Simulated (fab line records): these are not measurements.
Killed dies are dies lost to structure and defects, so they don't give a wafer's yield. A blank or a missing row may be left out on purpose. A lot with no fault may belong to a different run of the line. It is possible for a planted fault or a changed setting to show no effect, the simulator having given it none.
What tool caused it? :: flow nand-harc :: 11 lots with 33 wafers sampled at 5 steps, on a route of 1159 steps

== WHAT THE GAUGES READ, wafer by wafer ==
NHARC_A_BONDPAD_THK_MEAS_30: measures by ellipsometry. Usual: thk-nm at 199.1 nm, with a standard deviation of 1.7.
lot: L141
measured: day 18 03:20
on: film-metro-02
thk-nm (nm): 198.1 200.5 199.7
flag: 

lot: L145
measured: day 18 23:08
on: film-metro-01
thk-nm (nm): 198.5 197.5 199.5
flag: 

lot: L146
measured: day 19 20:08
on: film-metro-01
thk-nm (nm): 199.6 202.0 197.9
flag: 

lot: L148
measured: day 19 21:58
on: film-metro-02
thk-nm (nm): 198.5 199.1 199.4
flag: 

lot: L151
measured: day 20 04:31
on: film-metro-02
thk-nm (nm): 199.1 198.8 198.7
flag: 

lot: L150
measured: day 20 08:11
on: film-metro-01
thk-nm (nm): 200.7 197.2 198.7
flag: 

lot: L153
measured: day 20 23:20
on: film-metro-01
thk-nm (nm): 197.9 197.4 198.9
flag: 

lot: L155
measured: day 21 00:47
on: film-metro-02
thk-nm (nm): 199.6 199.6 201.8
flag: 

lot: L156
measured: day 21 21:55
on: film-metro-01
thk-nm (nm): 198.7 199.3 198.2
flag: 

lot: L159
measured: day 22 01:58
on: film-metro-02
thk-nm (nm): 199.2 198.5 201.8
flag: 

lot: L158
measured: day 22 10:01
on: film-metro-02
thk-nm (nm): 199.6 201.2 201.4
flag: 

NHARC_END_SORT_01. Usual: defect-limited-yield 95.4 %, standard deviation 1.5; killed-at-array 27, standard deviation 9.9; killed-at-other 0.5, standard deviation 0.76; killed-at-periphery 3.4, standard deviation 2.2; killed-dies 31, standard deviation 10; killed-open 3.3, standard deviation 2; killed-short 2.0, standard deviation 1.5; sort_bin_2_pct 1.5 %, standard deviation 0.64; sort_bin_3_pct 0.21 %, standard deviation 0.2; sort_bin_4_pct 2.9 %, standard deviation 0.97; sort-n-pass 646, standard deviation 10; sort-rim-yield-pct 96.9 %, standard deviation 2; sort-yield-pct 95.4 %, standard deviation 1.5.
lot: L141
measured: day 20 03:23
on: prober-01
defect-limited-yield (%): 96.6 96.8 96.6
killed-at-array: 21 19 19
killed-at-other: 0 0 2
killed-at-periphery: 2 3 2
killed-dies: 23 22 23
killed-open: 3 4 2
killed-short: 1 1 2
sort_bin_2_pct (%): 1.6 0.4 1.2
sort_bin_3_pct (%): 0 0 0
sort_bin_4_pct (%): 1.8 2.8 2.2
sort-n-pass: 654 655 654
sort-rim-yield-pct (%): 100.0 100.0 97.2
sort-yield-pct (%): 96.6 96.8 96.6
flag: 

lot: L145
measured: day 20 12:49
on: prober-01
defect-limited-yield (%): 95.0 96.8 97.2
killed-at-array: 31 20 19
killed-at-other: 0 0 0
killed-at-periphery: 3 2 0
killed-dies: 34 22 19
killed-open: 7 4 4
killed-short: 5 2 2
sort_bin_2_pct (%): 1.3 0.7 0.7
sort_bin_3_pct (%): 0 0 0.44
sort_bin_4_pct (%): 3.7 2.5 1.6
sort-n-pass: 643 655 658
sort-rim-yield-pct (%): 99.1 94.3 99.1
sort-yield-pct (%): 95.0 96.8 97.2
flag: 

lot: L146
measured: day 21 11:41
on: prober-02
defect-limited-yield (%): 96.2 96.3 96.5
killed-at-array: 22 21 22
killed-at-other: 1 1 0
killed-at-periphery: 3 3 2
killed-dies: 26 25 24
killed-open: 6 5 1
killed-short: 2 1 3
sort_bin_2_pct (%): 1.5 1.2 0.7
sort_bin_3_pct (%): 0 0 0
sort_bin_4_pct (%): 2.4 2.5 2.8
sort-n-pass: 651 652 653
sort-rim-yield-pct (%): 96.2 97.2 98.1
sort-yield-pct (%): 96.2 96.3 96.5
flag: 

lot: L148
measured: day 21 04:43
on: prober-02
defect-limited-yield (%): 92.9 91.9 92.5
killed-at-array: 44 49 42
killed-at-other: 2 2 1
killed-at-periphery: 2 4 8
killed-dies: 48 55 51
killed-open: 6 4 7
killed-short: 2 3 1
sort_bin_2_pct (%): 1.8 2.1 3.0
sort_bin_3_pct (%): 0.59 0.74 0.44
sort_bin_4_pct (%): 4.7 5.3 4.1
sort-n-pass: 629 622 626
sort-rim-yield-pct (%): 94.3 91.5 94.3
sort-yield-pct (%): 92.9 91.9 92.5
flag: 

lot: L151
measured: day 21 12:50
on: prober-01
defect-limited-yield (%): 97.2 97.8 97.3
killed-at-array: 10 9 13
killed-at-other: 3 1 0
killed-at-periphery: 6 5 5
killed-dies: 19 15 18
killed-open: 4 1 3
killed-short: 0 1 1
sort_bin_2_pct (%): 0.7 0.7 1.0
sort_bin_3_pct (%): 0.15 0.15 0.15
sort_bin_4_pct (%): 1.9 1.3 1.5
sort-n-pass: 658 662 659
sort-rim-yield-pct (%): 99.1 99.1 96.2
sort-yield-pct (%): 97.2 97.8 97.3
flag: 

lot: L150
measured: day 21 20:23
on: prober-02
defect-limited-yield (%): 95.6 96.3 96.3
killed-at-array: 28 23 22
killed-at-other: 1 2 1
killed-at-periphery: 1 0 2
killed-dies: 30 25 25
killed-open: 4 0 2
killed-short: 1 1 0
sort_bin_2_pct (%): 1.2 0.6 1.5
sort_bin_3_pct (%): 0 0.15 0.15
sort_bin_4_pct (%): 3.2 3.0 2.1
sort-n-pass: 647 652 652
sort-rim-yield-pct (%): 98.1 100.0 97.2
sort-yield-pct (%): 95.6 96.3 96.3
flag: 

lot: L153
measured: day 22 13:31
on: prober-01
defect-limited-yield (%): 96.0 97.8 97.8
killed-at-array: 24 12 13
killed-at-other: 0 0 0
killed-at-periphery: 3 3 2
killed-dies: 27 15 15
killed-open: 8 3 3
killed-short: 7 0 3
sort_bin_2_pct (%): 1.3 0.7 0.6
sort_bin_3_pct (%): 0.30 0.15 0.15
sort_bin_4_pct (%): 2.4 1.3 1.5
sort-n-pass: 650 662 662
sort-rim-yield-pct (%): 99.1 98.1 94.3
sort-yield-pct (%): 96.0 97.8 97.8
flag: 

lot: L155
measured: day 22 13:32
on: prober-02
defect-limited-yield (%): 95.4 93.1 95.0
killed-at-array: 30 45 32
killed-at-other: 0 1 0
killed-at-periphery: 1 1 2
killed-dies: 31 47 34
killed-open: 1 2 2
killed-short: 1 3 3
sort_bin_2_pct (%): 2.1 2.8 1.2
sort_bin_3_pct (%): 0.59 0.15 0
sort_bin_4_pct (%): 1.9 4.0 3.8
sort-n-pass: 646 630 643
sort-rim-yield-pct (%): 96.2 92.5 96.2
sort-yield-pct (%): 95.4 93.1 95.0
flag: 

lot: L156
measured: day 23 04:05
on: prober-02
defect-limited-yield (%): 92.8 93.5 93.1
killed-at-array: 43 40 44
killed-at-other: 3 1 1
killed-at-periphery: 3 3 2
killed-dies: 49 44 47
killed-open: 4 5 9
killed-short: 3 6 3
sort_bin_2_pct (%): 1.9 2.4 2.7
sort_bin_3_pct (%): 0 0.15 0.15
sort_bin_4_pct (%): 5.3 4.0 4.1
sort-n-pass: 628 633 630
sort-rim-yield-pct (%): 97.2 96.2 92.5
sort-yield-pct (%): 92.8 93.5 93.1
flag: 

lot: L159
measured: day 23 15:02
on: prober-02
defect-limited-yield (%): 96.9 95.6 97.8
killed-at-array: 17 27 14
killed-at-other: 2 1 0
killed-at-periphery: 2 2 1
killed-dies: 21 30 15
killed-open: 5 5 1
killed-short: 1 1 2
sort_bin_2_pct (%): 0.6 3.1 0.1
sort_bin_3_pct (%): 0.15 0 0.15
sort_bin_4_pct (%): 2.4 1.3 1.9
sort-n-pass: 656 647 662
sort-rim-yield-pct (%): 99.1 90.6 98.1
sort-yield-pct (%): 96.9 95.6 97.8
flag: 

lot: L158
measured: day 23 14:16
on: prober-01
defect-limited-yield (%): 94.8 96.0 94.7
killed-at-array: 33 27 35
killed-at-other: 0 0 0
killed-at-periphery: 2 0 1
killed-dies: 35 27 36
killed-open: 3 1 3
killed-short: 2 1 0
sort_bin_2_pct (%): 1.5 0.9 1.6
sort_bin_3_pct (%): 0.59 0.15 0.15
sort_bin_4_pct (%): 3.1 3.0 3.5
sort-n-pass: 642 650 641
sort-rim-yield-pct (%): 95.3 93.4 99.1
sort-yield-pct (%): 94.8 96.0 94.7
flag: 

== WHICH TOOL RAN EACH LOT (tool, then ch and the chambers of the sampled wafers, then the start) ==
lot: L141
NHARC_A_M1_PVD_20: pvd-sputter-01, day 18 03:20 or earlier
NHARC_A_BONDPAD_DESCUM_11: rie-diel-06 ch 0,1, day 18 04:07
NHARC_A_BONDPAD_ETCH_34: rie-diel-06 ch 0,1, day 18 04:12

lot: L145
NHARC_A_M1_PVD_20: pvd-sputter-02, day 18 23:08 or earlier
NHARC_A_BONDPAD_DESCUM_11: rie-diel-06 ch 0,2,3, day 18 23:56
NHARC_A_BONDPAD_ETCH_34: rie-diel-06 ch 1,2, day 19 00:00

lot: L146
NHARC_A_M1_PVD_20: pvd-sputter-02, day 19 20:08 or earlier
NHARC_A_BONDPAD_DESCUM_11: rie-diel-06 ch 0,2, day 19 20:56
NHARC_A_BONDPAD_ETCH_34: rie-diel-06 ch 0,3, day 19 21:00

lot: L148
NHARC_A_M1_PVD_20: pvd-sputter-03, day 19 21:58 or earlier
NHARC_A_BONDPAD_DESCUM_11: rie-diel-06 ch 1,2,3, day 19 22:38
NHARC_A_BONDPAD_ETCH_34: rie-diel-06 ch 0,3, day 19 22:43

lot: L151
NHARC_A_M1_PVD_20: pvd-sputter-01, day 20 04:31 or earlier
NHARC_A_BONDPAD_DESCUM_11: rie-diel-06 ch 1,2,3, day 20 05:11
NHARC_A_BONDPAD_ETCH_34: rie-diel-06 ch 0,2,3, day 20 05:16

lot: L150
NHARC_A_M1_PVD_20: pvd-sputter-01, day 20 08:11 or earlier
NHARC_A_BONDPAD_DESCUM_11: rie-diel-08 ch 1,2,3, day 20 08:50
NHARC_A_BONDPAD_ETCH_34: rie-diel-08 ch 0,2,3, day 20 08:55

lot: L153
NHARC_A_M1_PVD_20: pvd-sputter-01, day 20 23:20 or earlier
NHARC_A_BONDPAD_DESCUM_11: rie-diel-06 ch 1,2,3, day 21 00:01
NHARC_A_BONDPAD_ETCH_34: rie-diel-06 ch 0,1,2, day 21 00:05

lot: L155
NHARC_A_M1_PVD_20: pvd-sputter-03, day 21 00:47 or earlier
NHARC_A_BONDPAD_DESCUM_11: rie-diel-06 ch 0,1,2, day 21 01:34
NHARC_A_BONDPAD_ETCH_34: rie-diel-06 ch 0,1,2, day 21 01:40

lot: L156
NHARC_A_M1_PVD_20: pvd-sputter-01, day 21 21:55 or earlier
NHARC_A_BONDPAD_DESCUM_11: rie-diel-08 ch 1,2, day 21 22:34
NHARC_A_BONDPAD_ETCH_34: rie-diel-08 ch 0,3, day 21 22:39

lot: L159
NHARC_A_M1_PVD_20: pvd-sputter-01, day 22 01:58 or earlier
NHARC_A_BONDPAD_DESCUM_11: rie-diel-06 ch 0,1,3, day 22 02:47
NHARC_A_BONDPAD_ETCH_34: rie-diel-06 ch 0,1,3, day 22 02:51

lot: L158
NHARC_A_M1_PVD_20: pvd-sputter-02, day 22 10:01 or earlier
NHARC_A_BONDPAD_DESCUM_11: rie-diel-06 ch 2,3, day 22 10:47
NHARC_A_BONDPAD_ETCH_34: rie-diel-06 ch 0,1,2, day 22 10:52
- NHARC_A_M1_PVD_20: deposits TaN, target thk 5 nm, time 8.06 s.
- NHARC_A_BONDPAD_DESCUM_11: chemistry O2, time 3 s.
- NHARC_A_BONDPAD_ETCH_34: etches the open film in N2/H2, target depth 60 nm, overetch 18 nm, time 65.91 s.

== WHAT THE TOOLS THEMSELVES READ (means of the sampled wafers that have a number; where no wafer has one, the mark that the record gives instead) ==
NHARC_A_M1_PVD_20. Usual: throttle-valve-pct at 29.5 %, with a standard deviation of 0.8.
lot: L141
tool: pvd-sputter-01
throttle-valve-pct (%): 29.5
flag: 

lot: L145
tool: pvd-sputter-02
throttle-valve-pct (%): 28.9
flag: 

lot: L146
tool: pvd-sputter-02
throttle-valve-pct (%): 29.2
flag: 

lot: L148
tool: pvd-sputter-03
throttle-valve-pct (%): 30.1
flag: 

lot: L151
tool: pvd-sputter-01
throttle-valve-pct (%): 29.6
flag: 

lot: L150
tool: pvd-sputter-01
throttle-valve-pct (%): 29.5
flag: 

lot: L153
tool: pvd-sputter-01
throttle-valve-pct (%): 29.4
flag: 

lot: L155
tool: pvd-sputter-03
throttle-valve-pct (%): 30.0
flag: 

lot: L156
tool: pvd-sputter-01
throttle-valve-pct (%): 30.0
flag: 

lot: L159
tool: pvd-sputter-01
throttle-valve-pct (%): 29.7
flag: 

lot: L158
tool: pvd-sputter-02
throttle-valve-pct (%): 29.1
flag: 

NHARC_A_BONDPAD_DESCUM_11. Usual: drypump-motor-current-A 5.6 A, standard deviation 0.53; o2-flow-sccm 200.0 sccm, standard deviation 0.65; oes-product-au 0.996 a.u., standard deviation 0.013; rf-vpp-V 57.7 V, standard deviation 0.96; showerhead-plenum-p-Torr 1.90 Torr, standard deviation 0.081; throttle-valve-pct 11.311 %, standard deviation 0.009.
lot: L141
tool: rie-diel-06
drypump-motor-current-A (A): 5.7
o2-flow-sccm (sccm): 200.0
oes-product-au (a.u.): 0.989
rf-vpp-V (V): 56.8
showerhead-plenum-p-Torr (Torr): 1.86
throttle-valve-pct (%): 11.311
flag: 

lot: L145
tool: rie-diel-06
drypump-motor-current-A (A): 5.4
o2-flow-sccm (sccm): 200.5
oes-product-au (a.u.): 0.990
rf-vpp-V (V): 58.5
showerhead-plenum-p-Torr (Torr): 1.95
throttle-valve-pct (%): 11.323
flag: 

lot: L146
tool: rie-diel-06
drypump-motor-current-A (A): 5.0
o2-flow-sccm (sccm): 199.9
oes-product-au (a.u.): 0.978
rf-vpp-V (V): 58.9
showerhead-plenum-p-Torr (Torr): 1.98
throttle-valve-pct (%): 11.316
flag: 

lot: L148
tool: rie-diel-06
drypump-motor-current-A (A): 5.8
o2-flow-sccm (sccm): 200.1
oes-product-au (a.u.): 1.002
rf-vpp-V (V): 58.1
showerhead-plenum-p-Torr (Torr): 1.88
throttle-valve-pct (%): 11.308
flag: 

lot: L151
tool: rie-diel-06
drypump-motor-current-A (A): 5.8
o2-flow-sccm (sccm): 200.0
oes-product-au (a.u.): 1.004
rf-vpp-V (V): 57.5
showerhead-plenum-p-Torr (Torr): 1.88
throttle-valve-pct (%): 11.314
flag: 

lot: L150
tool: rie-diel-08
drypump-motor-current-A (A): 5.8
o2-flow-sccm (sccm): 200.0
oes-product-au (a.u.): 0.995
rf-vpp-V (V): 57.6
showerhead-plenum-p-Torr (Torr): 1.88
throttle-valve-pct (%): 11.301
flag: 

lot: L153
tool: rie-diel-06
drypump-motor-current-A (A): 5.8
o2-flow-sccm (sccm): 199.6
oes-product-au (a.u.): 1.000
rf-vpp-V (V): 57.8
showerhead-plenum-p-Torr (Torr): 1.88
throttle-valve-pct (%): 11.303
flag: 

lot: L155
tool: rie-diel-06
drypump-motor-current-A (A): 5.4
o2-flow-sccm (sccm): 199.9
oes-product-au (a.u.): 0.988
rf-vpp-V (V): 57.0
showerhead-plenum-p-Torr (Torr): 1.91
throttle-valve-pct (%): 11.310
flag: 

lot: L156
tool: rie-diel-08
drypump-motor-current-A (A): 5.5
o2-flow-sccm (sccm): 199.7
oes-product-au (a.u.): 0.995
rf-vpp-V (V): 58.2
showerhead-plenum-p-Torr (Torr): 1.85
throttle-valve-pct (%): 11.317
flag: 

lot: L159
tool: rie-diel-06
drypump-motor-current-A (A): 5.8
o2-flow-sccm (sccm): 200.0
oes-product-au (a.u.): 0.993
rf-vpp-V (V): 56.8
showerhead-plenum-p-Torr (Torr): 1.90
throttle-valve-pct (%): 11.316
flag: 

lot: L158
tool: rie-diel-06
drypump-motor-current-A (A): 5.9
o2-flow-sccm (sccm): 200.0
oes-product-au (a.u.): 0.983
rf-vpp-V (V): 57.9
showerhead-plenum-p-Torr (Torr): 1.92
throttle-valve-pct (%): 11.310
flag: 

NHARC_A_BONDPAD_ETCH_34. Usual: drypump-motor-current-A 5.6 A, standard deviation 0.53; oes-product-au 0.996 a.u., standard deviation 0.012; rf-vpp-V 430.1 V, standard deviation 2.6; showerhead-plenum-p-Torr 2.02 Torr, standard deviation 0.091; throttle-valve-pct 14.172 %, standard deviation 0.0091.
lot: L141
tool: rie-diel-06
drypump-motor-current-A (A): 5.4
oes-product-au (a.u.): 0.987
rf-vpp-V (V): 430.2
showerhead-plenum-p-Torr (Torr): 2.07
throttle-valve-pct (%): 14.171
flag: 

lot: L145
tool: rie-diel-06
drypump-motor-current-A (A): 5.4
oes-product-au (a.u.): 1.003
rf-vpp-V (V): 428.9
showerhead-plenum-p-Torr (Torr): 2.00
throttle-valve-pct (%): 14.177
flag: 

lot: L146
tool: rie-diel-06
drypump-motor-current-A (A): 5.4
oes-product-au (a.u.): 0.991
rf-vpp-V (V): 431.7
showerhead-plenum-p-Torr (Torr): 2.11
throttle-valve-pct (%): 14.169
flag: 

lot: L148
tool: rie-diel-06
drypump-motor-current-A (A): 5.4
oes-product-au (a.u.): 0.994
rf-vpp-V (V): 431.7
showerhead-plenum-p-Torr (Torr): 2.11
throttle-valve-pct (%): 14.179
flag: 

lot: L151
tool: rie-diel-06
drypump-motor-current-A (A): 5.4
oes-product-au (a.u.): 0.979
rf-vpp-V (V): 432.0
showerhead-plenum-p-Torr (Torr): 2.08
throttle-valve-pct (%): 14.167
flag: 

lot: L150
tool: rie-diel-08
drypump-motor-current-A (A): 5.7
oes-product-au (a.u.): 0.990
rf-vpp-V (V): 428.6
showerhead-plenum-p-Torr (Torr): 1.96
throttle-valve-pct (%): 14.170
flag: 

lot: L153
tool: rie-diel-06
drypump-motor-current-A (A): 5.4
oes-product-au (a.u.): 0.995
rf-vpp-V (V): 430.8
showerhead-plenum-p-Torr (Torr): 2.03
throttle-valve-pct (%): 14.169
flag: 

lot: L155
tool: rie-diel-06
drypump-motor-current-A (A): 5.4
oes-product-au (a.u.): 0.938
rf-vpp-V (V): 430.4
showerhead-plenum-p-Torr (Torr): 2.03
throttle-valve-pct (%): 14.164
flag: OFF

lot: L156
tool: rie-diel-08
drypump-motor-current-A (A): 5.7
oes-product-au (a.u.): 1.011
rf-vpp-V (V): 428.6
showerhead-plenum-p-Torr (Torr): 1.99
throttle-valve-pct (%): 14.174
flag: 

lot: L159
tool: rie-diel-06
drypump-motor-current-A (A): 5.8
oes-product-au (a.u.): 0.926
rf-vpp-V (V): 430.2
showerhead-plenum-p-Torr (Torr): 2.03
throttle-valve-pct (%): 14.176
flag: OFF

lot: L158
tool: rie-diel-06
drypump-motor-current-A (A): 5.3
oes-product-au (a.u.): 0.942
rf-vpp-V (V): 431.6
showerhead-plenum-p-Torr (Torr): 2.03
throttle-valve-pct (%): 14.170
flag: OFF

== THE ANSWER, worked out from the rows above alone ==
Rule: lot off if the mean of its wafers having a number is beyond 3 standard deviations from the usual mean. A lot without any number at a reading at which 4 lots or more have one is off too. All remaining lots with rows at the step are treated as sound. Order of review: gauges by route order, followed by the tools' own readings, for which a lot's mean as printed above is used. The first step at which some lot is off is used, and at that step the reading that is off furthest; a lot without a number counts as furthest.
Off: L155, L159, L158 (NHARC_A_BONDPAD_ETCH_34, oes-product-au).
A tool fits if, at that step or a process step before it, it ran every lot that is off, and no sound lot after the first of them. NHARC_A_M1_PVD_20: start missing for some lots; hours and lot order therefore follow NHARC_A_BONDPAD_THK_MEAS_30. One fits: rie-diel-06 at NHARC_A_BONDPAD_DESCUM_11 and NHARC_A_BONDPAD_ETCH_34. At NHARC_A_BONDPAD_DESCUM_11 its last sound lot is L153 (day 21 00:01), its first lot that is off L155 (day 21 01:34): a fault that began between those two fits.

== WHAT HAD BEEN PUT IN BY THE SIMULATOR ==
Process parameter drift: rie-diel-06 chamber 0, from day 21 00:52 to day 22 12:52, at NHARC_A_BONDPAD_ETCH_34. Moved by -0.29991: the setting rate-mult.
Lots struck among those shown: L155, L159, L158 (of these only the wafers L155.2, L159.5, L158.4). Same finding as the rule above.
